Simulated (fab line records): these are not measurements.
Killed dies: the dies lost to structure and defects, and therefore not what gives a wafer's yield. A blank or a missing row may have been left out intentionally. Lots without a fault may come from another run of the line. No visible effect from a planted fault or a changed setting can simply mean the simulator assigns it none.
Code-filled problem report in 8D (eight disciplines) form + flow n5-finfet + the parts of the form that need people (team, actions taken, sign-off) are left out

1. THE ISSUE
killed_at_M4_up at N5_PASSIVATION_PROBE_49 reads a mean of 105 on 3 wafers of 1 lot; wafers without a fault read 13 with a standard deviation of 5.2. Relative to the usual mean, that is a shift of +18 standard deviations.
Seen first at day 16 04:31 on prober-01, wafer L384.2. The record holds 3 wafers of 1 lot with a number at this step. The rule behind "out" and "out of limits": a value lying over 4 standard deviations away from the usual mean. The rest of the wafers with a number are treated as sound.

2. WHAT IT IS, WHAT IT ISN'T
| question                    | is                                                                              | is not                                                                                                  |
|-----------------------------|---------------------------------------------------------------------------------|---------------------------------------------------------------------------------------------------------|
| which readings at this step | killed_at_M4_up, defect-limited-yield, killed-dies, sort-n-pass, sort-yield-pct | killed_at_M0_to_M3, killed-at-contacts, killed-at-front-end, killed-at-other, killed-open, killed-short |
| which lots                  | L384                                                                            | -                                                                                                       |
| which wafers of those lots  | all that have a number                                                          | -                                                                                                       |
| read on which tools         | prober-01                                                                       | -                                                                                                       |
| when                        | from day 16 04:31                                                               | up to then (0 sound wafers)                                                                             |

3. WHAT RULES OUT EACH SUSPECT
Counting: any tool at a process step up to the reading is kept as a suspect provided that every lot that is out went through it and no sound lot did after the first of them.
- rie-diel-01 at N5_BEOL_M4_STRIP_66 (strips in CF4): kept. It ran the lot that is out, L384 (day 10 13:19), and no sound lot after that.
- prober-01 at N5_PASSIVATION_PROBE_49: kept. It ran the lot that is out, L384 (day 16 04:31), and no sound lot after that. On those wafers its own readings are out: defect-limited-yield, killed_at_M4_up, killed-dies, sort-n-pass, sort-yield-pct.
After counting, rie-diel-01 at N5_BEOL_M4_STRIP_66 and prober-01 at N5_PASSIVATION_PROBE_49 remain.

4. THE CAUSE (what the simulator had put in)
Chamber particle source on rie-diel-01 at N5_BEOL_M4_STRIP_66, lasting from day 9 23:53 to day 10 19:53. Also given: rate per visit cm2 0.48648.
After counting, 2 suspects remain, this tool included.

5. THE EFFECT CHAIN, in route order
Each row: a reading whose mean over the struck wafers that have a number lies more than 3 standard deviations from the usual. Readings are gone through only where the record gives a usual standard deviation; hours: the median, over the lots, of the time from a lot's start at the first step in this table giving one to that lot's start at this step; sigmas: the change measured in usual standard deviations.
| hours | step                    | reading              | usual  | on struck wafers | change | sigmas |
|-------|-------------------------|----------------------|--------|------------------|--------|--------|
| 0     | N5_PASSIVATION_PROBE_49 | defect-limited-yield | 91.3 % | 83.5             | -7.8   | -5.2   |
| 0     | N5_PASSIVATION_PROBE_49 | killed_at_M4_up      | 13     | 105              | +92    | +18    |
| 0     | N5_PASSIVATION_PROBE_49 | killed-dies          | 103    | 195              | +92    | +5.4   |
| 0     | N5_PASSIVATION_PROBE_49 | sort_bin_5_function  | 5.1 %  | 10.6             | +5.5   | +5.5   |
| 0     | N5_PASSIVATION_PROBE_49 | sort-n-pass          | 1077   | 985              | -92    | -5.4   |
| 0     | N5_PASSIVATION_PROBE_49 | sort-yield-pct       | 91.3 % | 83.5             | -7.8   | -5.2   |
The process steps in it:
- N5_PASSIVATION_PROBE_49

6. HOW IT WOULD HAVE BEEN CAUGHT EARLIER
In this record no reading fell out of limits until day 16 04:31, 149 hours after the fault had begun at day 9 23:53.
Of the tool readings at N5_BEOL_M4_STRIP_66 for which the record gives a usual standard deviation, none was out on any struck wafer, so an alarm limit of 4 standard deviations on them would not have fired.
Each of the lots that are out, 1 in all, had begun N5_BEOL_M4_STRIP_66 on rie-diel-01 no later than day 16 04:31. Had the tool been put on hold then, not one of them would have been saved.
